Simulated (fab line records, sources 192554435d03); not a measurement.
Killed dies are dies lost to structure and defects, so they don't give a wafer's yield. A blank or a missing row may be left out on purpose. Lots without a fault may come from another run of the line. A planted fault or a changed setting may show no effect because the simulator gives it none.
Which tool did it? | flow n5_finfet | 12 lots, 36 wafers sampled, at 4 steps of a route of 1938

WHAT THE GAUGES READ, wafer by wafer
N5_SD_EPI_P_EPI_MEAS_23.
lot  | measured    | on            | thk_nm (nm)
L075 | day 3 21:09 | film_metro-02 | 60.5 59.7 58.6
L077 | day 4 10:37 | film_metro-02 | 59.9 60.2 60.3
L079 | day 4 17:17 | film_metro-02 | 60.8 59.6 59.5
L081 | day 5 02:26 | film_metro-02 | 60.5 61.4 63.3
L083 | day 5 17:10 | film_metro-02 | 61.3 59.9 62.5
L085 | day 6 09:53 | film_metro-01 | 62.2 62.1 59.3
L087 | day 6 17:34 | film_metro-01 | 62.0 61.5 61.7
L089 | day 7 04:55 | film_metro-02 | 60.9 62.2 61.0
L091 | day 7 14:17 | film_metro-02 | 60.7 59.9 60.2
L093 | day 8 04:45 | film_metro-01 | 60.5 62.0 60.1
L095 | day 8 16:57 | film_metro-01 | 60.5 61.9 61.0
L097 | day 9 03:19 | film_metro-02 | 61.9 63.2 62.6

WHICH TOOL RAN EACH LOT (tool, then ch and the chambers of the sampled wafers, then the start)
lot  | N5_SD_EPI_N_ETCHBACK_44           | N5_SD_EPI_N_STRIP_38                | N5_SD_EPI_N_LINER_46
L075 | rie_diel-05 ch 1,2,3, day 3 11:26 | plasma_asher-01 ch 0,1, day 3 11:49 | ald_sin-02 ch 0,1,3, day 3 16:52
L077 | rie_diel-05 ch 1,2,3, day 4 02:26 | plasma_asher-01 ch 0,1, day 4 02:48 | ald_sin-03 ch 0,2,3, day 4 06:28
L079 | rie_diel-05 ch 0,1,3, day 4 08:04 | plasma_asher-01 ch 0,1, day 4 08:25 | ald_sin-02 ch 0,1,3, day 4 12:08
L081 | rie_diel-05 ch 0,2,3, day 4 18:28 | plasma_asher-01 ch 0,1, day 4 18:50 | ald_sin-03 ch 0,2, day 4 22:10
L083 | rie_diel-05 ch 1,2, day 5 08:47   | plasma_asher-02 ch 0,1, day 5 09:11 | ald_sin-01 ch 0,1, day 5 12:49
L085 | rie_diel-06 ch 1,3, day 5 23:55   | plasma_asher-01 ch 0,1, day 6 00:16 | ald_sin-01 ch 0,2, day 6 04:37
L087 | rie_diel-02 ch 0,1,3, day 6 09:10 | plasma_asher-01 ch 0,1, day 6 09:32 | ald_sin-02 ch 0,1,2, day 6 12:27
L089 | rie_diel-02 ch 0,3, day 6 20:29   | plasma_asher-02 ch 0,1, day 6 20:51 | ald_sin-03 ch 1,2,3, day 6 23:51
L091 | rie_diel-05 ch 0,1,3, day 7 05:59 | plasma_asher-02 ch 0,1, day 7 06:22 | ald_sin-02 ch 0,1,2, day 7 09:17
L093 | rie_diel-05 ch 0,1,3, day 7 19:37 | plasma_asher-01 ch 0,1, day 7 19:59 | ald_sin-02 ch 0,1,3, day 7 23:38
L095 | rie_diel-06 ch 1,3, day 8 09:11   | plasma_asher-01 ch 0,1, day 8 09:40 | ald_sin-03 ch 1,2,3, day 8 12:40
L097 | rie_diel-06 ch 1,2, day 8 19:37   | plasma_asher-02 ch 0,1, day 8 19:59 | ald_sin-01 ch 0,2,3, day 8 23:02
- N5_SD_EPI_N_ETCHBACK_44: etches SiNx in CH3F/O2, stops on SiO2, target depth 14.5 nm.
- N5_SD_EPI_N_STRIP_38: strips in N2/H2.
- N5_SD_EPI_N_LINER_46: material SiNx, target thk 3 nm.

THE ANSWER, worked out from the rows above alone
Rule: what is usual is taken from the lots themselves. Put in order of their means at a reading, lots are off if they are a third of the lots or fewer, leave a main group of 4 or more, and stand apart from it by a gap of 3 or more times the standard deviation of the main group's means; of several such gaps the widest counts. A main group whose means are all the same, to the digits that the tables above print for the reading, isn't used. A lot without any number at a reading at which 4 lots or more have one is off too. The other lots that the step has rows for count as sound.
No lot is off at any reading shown: from this, nothing can be told.

WHAT THE SIMULATOR HAD PUT IN
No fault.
